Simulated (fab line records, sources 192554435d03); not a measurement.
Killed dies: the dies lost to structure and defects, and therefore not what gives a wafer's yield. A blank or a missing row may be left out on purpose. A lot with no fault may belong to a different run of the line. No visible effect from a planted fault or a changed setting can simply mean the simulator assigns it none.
Chamber matching ; flow n5-finfet ; ald-metal-01 running N5_BEOL_M9_ALD_74: 4 sister chambers
The step deposits TaN, target thk 2 nm, pulse time 2 s, purge time 3 s. 14 wafers are shown with their chamber, then 7 later ones without.

WAFERS, EACH WITH ITS CHAMBER
wafer;chamber;heater-power-w (W);susceptor-temp-C (C)
L076.1;0;401;275.13
L076.2;2;414;275.02
L076.4;3;437;274.75
L079.1;0;399;274.98
L079.2;1;347;275.07
L079.6;2;413;274.95
L082.1;3;424;275.15
L082.2;2;414;274.62
L082.6;3;431;275.25
L083.1;2;405;274.77
L083.2;3;444;274.80
L083.5;2;420;274.97
L085.1;0;401;274.83
L085.3;2;407;274.79

SIGNATURES, as means of the wafers listed above
reading;chamber 0;chamber 1;chamber 2;chamber 3;scatter within a chamber
heater-power-w;400.33;347.00;412.17;434.00;6.06
susceptor-temp-C;274.9800;275.0700;274.8533;274.9875;0.187
Rule: for a wafer and a chamber, the distance is found by dividing, reading by reading, the gap between the wafer's reading and the chamber's mean by the reading's scatter, squaring, summing and taking the root. If the next closest chamber is less than 2 further off than the closest, the wafer can't be placed; otherwise it belongs to the closest. The scatter is the square root of a quotient: the sum, over the shown wafers, of each reading's squared deviation from its chamber's mean, divided by wafers minus chambers.

WAFERS WITH NO CHAMBER GIVEN
wafer;heater-power-w (W);susceptor-temp-C (C)
L085.5;429;274.82
L091.2;432;275.25
L091.3;397;275.08
L091.5;342;275.28
L092.2;442;274.97
L092.4;411;275.21
L092.5;342;274.61

WHICH CHAMBER EACH WENT THROUGH
wafer;from the rows above;in truth
L085.5;can't be placed: 3 or 2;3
L091.2;3;3
L091.3;0;0
L091.5;1;1
L092.2;3;3
L092.4;can't be placed: 2 or 0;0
L092.5;1;1
Correctly placed: 5 of 7. From these rows, 2 cannot be placed; in 2 the true chamber is one of the candidates. 0 placed wrongly.
